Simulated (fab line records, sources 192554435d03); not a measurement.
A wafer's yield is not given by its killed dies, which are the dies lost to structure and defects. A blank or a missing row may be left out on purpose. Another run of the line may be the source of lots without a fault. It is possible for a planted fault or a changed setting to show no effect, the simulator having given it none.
One fault seen from 2 desks / flow n5 finfet / numbers are kept per desk, each desk with only its own; the story behind them comes last

THE DEFECT DESK
Lot by lot, what the route's inspections counted, given as the mean of those sampled wafers with a number. Any lot whose mean is over 4 standard deviations away from the usual mean is out of limits and marked OUT; that distance is given in the brackets.
Columns: A = raw defect count at N5_BEOL_M3_INSPECT_59, usual 68; B = raw defect count at N5_BEOL_M4_INSPECT_13, usual 414
lot=L861; first seen here=day 7 16:07; A=59; B=385
lot=L870; first seen here=day 9 14:51; A=315 (+10) OUT; B=568
lot=L872; first seen here=day 10 00:04; A=338 (+11) OUT; B=708
lot=L873; first seen here=day 10 10:28; A=71; B=405
lot=L875; first seen here=day 10 19:55; A=58; B=403
lot=L877; first seen here=day 11 10:10; A=50; B=336
lot=L878; first seen here=day 11 14:49; A=73; B=342
lot=L880; first seen here=day 11 23:26; A=119; B=498
lot=L883; first seen here=day 13 01:17; A=84; B=471
This desk's verdict: out of limits on L870, L872, starting with L870 at day 9 14:51 (raw defect count at N5_BEOL_M3_INSPECT_59). In limits: L861, L873, L875, L877, L878, L880, L883.

AT THE METROLOGY DESK
Means of the sampled wafers that have a number, per lot and without regard to the tool the lot ran on: this is what the gauges read. Any lot whose mean is over 4 standard deviations away from the usual mean is out of limits and marked OUT; that distance is given in the brackets. Shown here are 7 of its 10 readings, the ones lying furthest out on some lot.
Columns: A = DIBL_P at N5_BEOL_M4_RC_MEAS_101, usual 36.3 mV/V; B = IOFF_N at N5_BEOL_M4_RC_MEAS_101, usual 0.163 nA/um; C = IOFF_P at N5_BEOL_M4_RC_MEAS_101, usual 0.21 nA/um; D = ION_N at N5_BEOL_M4_RC_MEAS_101, usual 673 uA/um; E = ION_P at N5_BEOL_M4_RC_MEAS_101, usual 461 uA/um; F = VT_N at N5_BEOL_M4_RC_MEAS_101, usual 249.4 mV; G = VT_P at N5_BEOL_M4_RC_MEAS_101, usual -250 mV
lot=L861; first seen here=day 8 00:08; A=35.9; B=0.170; C=0.20; D=685; E=459; F=247.6; G=-252
lot=L870; first seen here=day 10 09:15; A=35.1; B=0.147; C=0.19; D=654; E=449; F=252.5; G=-252
lot=L872; first seen here=day 10 12:55; A=34.7; B=0.145; C=0.19; D=675; E=461; F=249.0; G=-253
lot=L873; first seen here=day 10 23:44; A=36.9; B=0.181; C=0.23; D=682; E=464; F=247.2; G=-249
lot=L875; first seen here=day 11 17:55; A=36.6; B=0.179; C=0.23; D=678; E=464; F=247.9; G=-246
lot=L877; first seen here=day 11 21:12; A=34.4; B=0.145; C=0.18; D=659; E=451; F=253.0; G=-252
lot=L878; first seen here=day 12 02:36; A=36.3; B=0.158; C=0.20; D=680; E=465; F=248.5; G=-250
lot=L880; first seen here=day 12 19:30; A=37.0; B=0.153; C=0.21; D=673; E=460; F=251.2; G=-251
lot=L883; first seen here=day 13 12:08; A=31.6; B=0.128; C=0.15; D=668; E=450; F=251.0; G=-257
This desk's finding: nothing out of limits on any of the 9 lots.

TAKEN TOGETHER
The defect desk could have raised an alarm at day 9 14:51, on L870, L872.
From the metrology desk's view, nothing was out of limits.
The metrology desk holds a record of L870, L872, inside its limits.
All the named lots went through N5_BEOL_M3_PRE_CLEAN_56 on pecvd-03.

WHAT HAD BEEN PUT IN BY THE SIMULATOR
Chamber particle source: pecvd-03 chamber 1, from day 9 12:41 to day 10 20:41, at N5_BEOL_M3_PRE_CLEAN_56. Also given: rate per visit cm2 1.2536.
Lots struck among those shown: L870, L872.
Hours from the fault's start to each desk's first reading out of limits: the defect desk, 2.
